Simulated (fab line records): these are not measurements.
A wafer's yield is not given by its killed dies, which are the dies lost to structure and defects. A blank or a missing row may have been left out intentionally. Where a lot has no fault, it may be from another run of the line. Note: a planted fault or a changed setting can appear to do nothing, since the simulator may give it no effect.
Struck lot and sound lot, side by side + flow n5_finfet + 29 steps out of a route of 1938
Sound: the wafers L645.2, L645.3. The struck wafers were L642.2, L642.3, L642.4. Last of all comes the cause.
Order at every step that has rows: each side's tool, ch and its chambers, its first start. Under that, the readings that differ: sound wafers + struck wafers + difference of the means + sigmas: that difference in standard deviations of wafers without a fault.
alike: words and numbers the same on both sides, and readings whose means are apart by under 2 such deviations; not compared: readings that were withheld, readings missing a value for some wafer, numbers with overlapping values and no deviation given by the record, and bounds like >300 which may hide the same value.
The two part at a step that has a row with sigmas, a row that says differs or no value, or rows on one side only. Numbers that have no deviation but don't overlap get no sigmas and don't part them. A reading that every wafer of one side lacks parts them only if that side has two wafers or more.

first, 4 steps without rows for these wafers: N5_BEOL_M12_EXPOSE_07 (exposes mask V11); N5_BEOL_M12_PEB_08 (peb time 90 s); N5_BEOL_M12_DEVELOP_09 (develop time 45 s); N5_BEOL_M12_HARDBAKE_14 (time 120 s).
N5_BEOL_M12_CD_MEAS_10 targets a cd of 140 nm.
  sound on cd_sem-01 ch 0, day 18 01:08; struck on cd_sem-02 ch 0, day 18 13:58
  alike: cd_nm
N5_BEOL_M12_OVL_MEAS_11:
  sound on overlay-01 ch 0, day 18 01:10; struck on overlay-02 ch 0, day 18 14:00
  alike: V11_OVL
N5_BEOL_M12_INSPECT_12: inspects for defects (macro).
  sound on defect_inspect-02, day 18 01:11; struck on defect_inspect-01, day 18 14:02
  alike: raw_defect_count
N5_BEOL_M12_DESCUM_15: chemistry O2, time 7.9 s.
  sound on rie_diel-05 ch 0,3, day 18 01:13; struck on rie_diel-05 ch 0,1,3, day 18 14:04
  alike: drypump_motor_current_A, oes_product_au, rf_vpp_V, showerhead_plenum_p_Torr, throttle_valve_pct
  not compared: rf_hours_counter_h
N5_BEOL_M12_ETCH_59: etches BARC in N2/H2, target depth 89 nm, overetch 26.7 nm, time 67.9 s.
  sound on rie_diel-05 ch 0,3, day 18 01:15; struck on rie_diel-05 ch 0,1,3, day 18 14:05
  alike: drypump_motor_current_A, oes_product_au, rf_vpp_V, showerhead_plenum_p_Torr, throttle_valve_pct
  not compared: rf_hours_counter_h
N5_BEOL_M12_VIA_ETCH_16: etches SiOC in C4F8/O2/Ar, target depth 724.8 nm.
  sound on rie_diel-05 ch 0,3, day 18 01:18; struck on rie_diel-05 ch 0,1,3, day 18 14:09
  alike: drypump_motor_current_A, oes_product_au, rf_vpp_V, showerhead_plenum_p_Torr, throttle_valve_pct
N5_BEOL_M12_STRIP_63: strips in N2/H2.
  sound on plasma_asher-01 ch 0, day 18 01:30; struck on plasma_asher-01 ch 0,1, day 18 14:21
  alike: drypump_motor_current_A, heater_power_w, oes_product_au, strip_time_to_endpoint_s
  not compared: rf_hours_counter_h
N5_BEOL_M12_STRIP_64: strips in N2/H2.
  sound on plasma_asher-01 ch 0, day 18 01:34; struck on plasma_asher-01 ch 0,1, day 18 14:25
  alike: drypump_motor_current_A, heater_power_w, oes_product_au, strip_time_to_endpoint_s
  not compared: rf_hours_counter_h
N5_BEOL_M12_STRIP_71: strips in post etch residue remover, time 60 s.
  sound on wet_bench-04 ch 4,5, day 18 01:39; struck on wet_bench-01 ch 2,6,7, day 18 14:29
then, 1 step without rows for these wafers: N5_BEOL_M12_SRD_72 (time 30 s, dry time 30 s).
N5_BEOL_M12_CD_MEAS_17 targets a cd of 140 nm.
  sound on cd_sem-02, day 18 01:43; struck on cd_sem-01, day 18 14:33
  alike: cd_nm
then, 9 steps without rows for these wafers: N5_BEOL_M12_COAT_65 (time 60 s, resist thk 300 nm); N5_BEOL_M12_COAT_66 (time 60 s, resist thk 110 nm); N5_BEOL_M12_COAT_22 (resist thk 300 nm); N5_BEOL_M12_EBR_24; N5_BEOL_M12_SOFTBAKE_23 (time 60 s); N5_BEOL_M12_EXPOSE_25 (exposes mask M12); N5_BEOL_M12_PEB_26 (peb time 90 s); N5_BEOL_M12_DEVELOP_27 (develop time 45 s); N5_BEOL_M12_HARDBAKE_32 (time 120 s).
N5_BEOL_M12_CD_MEAS_28 targets a cd of 160.2 nm.
  sound on cd_sem-02 ch 0, day 18 02:10; struck on cd_sem-01 ch 0, day 18 15:00
  alike: cd_nm
N5_BEOL_M12_OVL_MEAS_29:
  sound on overlay-01 ch 0, day 18 02:11; struck on overlay-02 ch 0, day 18 15:02
  alike: M12_OVL
N5_BEOL_M12_INSPECT_30: inspects for defects (macro).
  sound on defect_inspect-01, day 18 02:13; struck on defect_inspect-02, day 18 15:04
| reading          | sound | struck         | difference | sigmas |
|------------------|-------|----------------|------------|--------|
| raw_defect_count | 2 1   | >300 >300 >300 | differs    |        |
then, 1 step without rows for these wafers: N5_BEOL_M12_DESCUM_33 (chemistry O2, time 7.9 s).
N5_PASSIVATION_PROBE_49:
  sound on prober-02, day 19 17:54; struck on prober-02, day 20 06:11
| reading                  | sound     | struck         | difference | sigmas |
|--------------------------|-----------|----------------|------------|--------|
| defect_limited_yield (%) | 91.6 89.7 | 87.0 80.6 77.3 | -9.0       | -6     |
| killed_at_M4_up          | 13 12     | 86 139 179     | +122       | +23    |
| killed_dies              | 99 121    | 153 229 268    | +107       | +6     |
| killed_on_rim            | 12 21     | 33 38 31       | +18        | +4     |
| sort_bin_5_function (%)  | 4.6 5.5   | 7.0 11.9 14.2  | +6.0       | +6     |
| sort_n_pass              | 1081 1059 | 1027 951 912   | -107       | -6     |
| sort_yield_pct (%)       | 91.6 89.7 | 87.0 80.6 77.3 | -9.0       | -6     |
  alike: killed_at_M0_to_M3, killed_at_contacts, killed_at_front_end, killed_at_other, killed_open, killed_short, sort_bin_4_leakage, sort_bin_6_memory

WHERE THEY PART
First at N5_BEOL_M12_INSPECT_30; last, within this record, at N5_PASSIVATION_PROBE_49.

WHY: whatever the simulator had introduced
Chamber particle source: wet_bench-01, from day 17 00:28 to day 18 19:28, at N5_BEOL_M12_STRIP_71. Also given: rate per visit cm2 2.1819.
